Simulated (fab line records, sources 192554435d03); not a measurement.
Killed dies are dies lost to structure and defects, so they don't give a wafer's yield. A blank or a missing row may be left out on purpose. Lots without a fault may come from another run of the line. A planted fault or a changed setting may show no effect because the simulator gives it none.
Chamber matching | flow n5_finfet | N5_BEOL_M8_ALD_77 on ald_metal-01: 4 sister chambers
The step deposits TaN, target thk 2 nm, pulse time 2 s, purge time 3 s. 16 wafers are shown with their chamber, then 8 later ones without.

WAFERS WITH THEIR CHAMBER
wafer  | chamber | heater_power_outer_w (W) | heater_power_w (W)
L083.1 | 1       | 210                      | 373
L083.5 | 1       | 212                      | 363
L083.6 | 2       | 186                      | 355
L085.3 | 1       | 212                      | 363
L085.5 | 2       | 177                      | 356
L085.6 | 1       | 212                      | 371
L086.1 | 2       | 186                      | 363
L086.3 | 1       | 213                      | 368
L086.4 | 0       | 233                      | 430
L089.1 | 2       | 187                      | 368
L089.5 | 2       | 182                      | 356
L089.6 | 1       | 213                      | 374
L091.3 | 1       | 214                      | 362
L091.4 | 3       | 195                      | 373
L091.6 | 1       | 207                      | 360
L092.3 | 0       | 239                      | 410

SIGNATURES (means of the wafers above)
reading              | chamber 0 | chamber 1 | chamber 2 | chamber 3 | scatter within a chamber
heater_power_outer_w | 236.00    | 211.62    | 183.60    | 195.00    | 3.18
heater_power_w       | 420.00    | 366.75    | 359.60    | 373.00    | 6.69
Rule: a wafer's distance from a chamber is the root of the sum, over the readings, of the square of ((its reading less the chamber's mean) divided by the reading's scatter). The wafer belongs to the nearest chamber; if the next one is less than 2 further off, it can't be placed. The scatter: the root of (the sum of the squares of (reading less its chamber's mean) over the shown wafers, divided by (wafers less chambers)).

WAFERS WITHOUT THEIR CHAMBER
wafer  | heater_power_outer_w (W) | heater_power_w (W)
L092.4 | 183                      | 363
L092.6 | 213                      | 373
L096.1 | 185                      | 357
L096.5 | 242                      | 419
L096.6 | 214                      | 364
L097.1 | 182                      | 364
L097.2 | 212                      | 372
L097.3 | 235                      | 426

WHICH CHAMBER EACH WENT THROUGH
wafer  | from the rows above | in truth
L092.4 | 2                   | 2
L092.6 | 1                   | 1
L096.1 | 2                   | 2
L096.5 | 0                   | 0
L096.6 | 1                   | 1
L097.1 | 2                   | 2
L097.2 | 1                   | 1
L097.3 | 0                   | 0
Placed correctly: 8 of 8. Can't be placed from these rows: 0. Placed wrongly: 0.
